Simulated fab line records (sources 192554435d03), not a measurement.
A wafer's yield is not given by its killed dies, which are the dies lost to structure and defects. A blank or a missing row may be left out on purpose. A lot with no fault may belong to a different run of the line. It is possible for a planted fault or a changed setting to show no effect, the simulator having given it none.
Which tool is to blame? || flow n5 finfet || at 1 step of a route of 1938, 6 lots with 18 wafers sampled

== WHAT THE GAUGES SHOWED, per wafer ==
N5_BEOL_M7_OVL_MEAS_29.
{"lot": "L681", "measured": "day 9 20:21", "on": "overlay-01", "V6_OVL (nm)": "-0.4 -1.1 -0.6"}
{"lot": "L684", "measured": "day 10 14:53", "on": "overlay-02", "V6_OVL (nm)": "-0.1 -0.4 -0.9"}
{"lot": "L686", "measured": "day 11 01:53", "on": "overlay-02", "V6_OVL (nm)": "-0.3 -0.4 0.0"}
{"lot": "L690", "measured": "day 12 03:29", "on": "overlay-02", "V6_OVL (nm)": "0.5 0.1 0.2"}
{"lot": "L700", "measured": "day 13 23:11", "on": "overlay-01", "V6_OVL (nm)": "-1.0 -0.9 -0.2"}
{"lot": "L702", "measured": "day 14 19:27", "on": "overlay-02", "V6_OVL (nm)": "-0.4 -0.8 -0.4"}

== WHICH TOOL RAN EACH LOT (tool, then ch and the chambers of the sampled wafers, then the start) ==
Record: no process step prior to these readings.

== THE ANSWER, worked out from the rows above alone ==
Rule: the usual values come from the lots themselves. Put in order of their means at a reading, lots are off if they are a third of the lots or fewer, leave a main group of 4 or more, and stand apart from it by a gap of 3 or more times the standard deviation of the main group's means; of several such gaps the widest counts. If all means in a main group match to the digits the tables above print for the reading, that group is not used. Also off: a lot with no number at a reading for which 4 or more lots have one. The other lots that the step has rows for count as sound.
No lot is off at any reading shown: from this, nothing can be told.

== WHAT HAD BEEN PUT IN BY THE SIMULATOR ==
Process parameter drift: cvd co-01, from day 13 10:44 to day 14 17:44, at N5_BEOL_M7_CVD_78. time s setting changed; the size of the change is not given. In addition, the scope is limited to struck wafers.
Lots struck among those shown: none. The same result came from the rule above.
